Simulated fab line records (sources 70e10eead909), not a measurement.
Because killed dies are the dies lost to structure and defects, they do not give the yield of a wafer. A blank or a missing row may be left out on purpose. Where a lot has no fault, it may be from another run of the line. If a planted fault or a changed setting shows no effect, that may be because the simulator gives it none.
Chamber matching    flow nand_harc    ald_hk-03 running NHARC_A_WL_FILL_ALD_10: 4 sister chambers
The step deposits SiO2, target thk 50 nm, pulse time 10 s, ald cycles 500. 18 wafers are shown with their chamber, then 9 later ones without.

== WAFERS PAIRED WITH THEIR CHAMBERS ==
wafer   chamber  heater_power_w (W)  precursor_pulse_height_rel
L076.3  2        448                 1.003
L076.1  3        402                 0.999
L076.6  2        455                 0.988
L077.1  3        395                 1.013
L077.5  2        462                 0.980
L077.6  3        388                 0.996
L082.4  1        429                 0.992
L082.5  2        451                 0.997
L082.6  1        442                 0.997
L084.2  2        445                 1.019
L084.3  1        435                 1.043
L084.6  3        414                 1.018
L086.2  0        455                 0.981
L086.1  2        446                 0.982
L086.6  1        434                 0.995
L087.3  0        451                 0.994
L087.4  1        446                 0.997
L087.1  3        390                 1.007

SIGNATURES, as means of the wafers listed above
reading                     chamber 0  chamber 1  chamber 2  chamber 3  scatter within a chamber
heater_power_w              453.00     437.20     451.17     397.80     7.76
precursor_pulse_height_rel  0.98750    1.00480    0.99483    1.00660    0.0155
Rule: for a wafer and a chamber, the distance is found by dividing, reading by reading, the gap between the wafer's reading and the chamber's mean by the reading's scatter, squaring, summing and taking the root. The wafer belongs to the nearest chamber; if the next one is less than 2 further off, it can't be placed. How the scatter is found: for the shown wafers, subtract from each reading the mean of its chamber, square and add these, divide the total by (wafers less chambers), then take the root.

== WAFERS MISSING THEIR CHAMBER ==
wafer   heater_power_w (W)  precursor_pulse_height_rel
L089.3  454                 1.002
L089.2  457                 1.009
L089.6  438                 0.995
L093.1  443                 0.984
L093.4  452                 0.967
L093.5  461                 0.991
L095.4  444                 1.033
L095.2  392                 1.002
L095.5  456                 0.983

== EACH ONE'S CHAMBER ==
wafer   from the rows above           in truth
L089.3  can't be placed: 2 or 0 or 1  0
L089.2  can't be placed: 2 or 0 or 1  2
L089.6  can't be placed: 1 or 2 or 0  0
L093.1  can't be placed: 2 or 0 or 1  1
L093.4  can't be placed: 0 or 2 or 1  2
L093.5  can't be placed: 0 or 2       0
L095.4  can't be placed: 1 or 2 or 0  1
L095.2  3                             3
L095.5  can't be placed: 0 or 2       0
1 of 9 placed correctly. These rows do not allow placing 8 (true chamber among the candidates in 8). 0 placed wrongly.
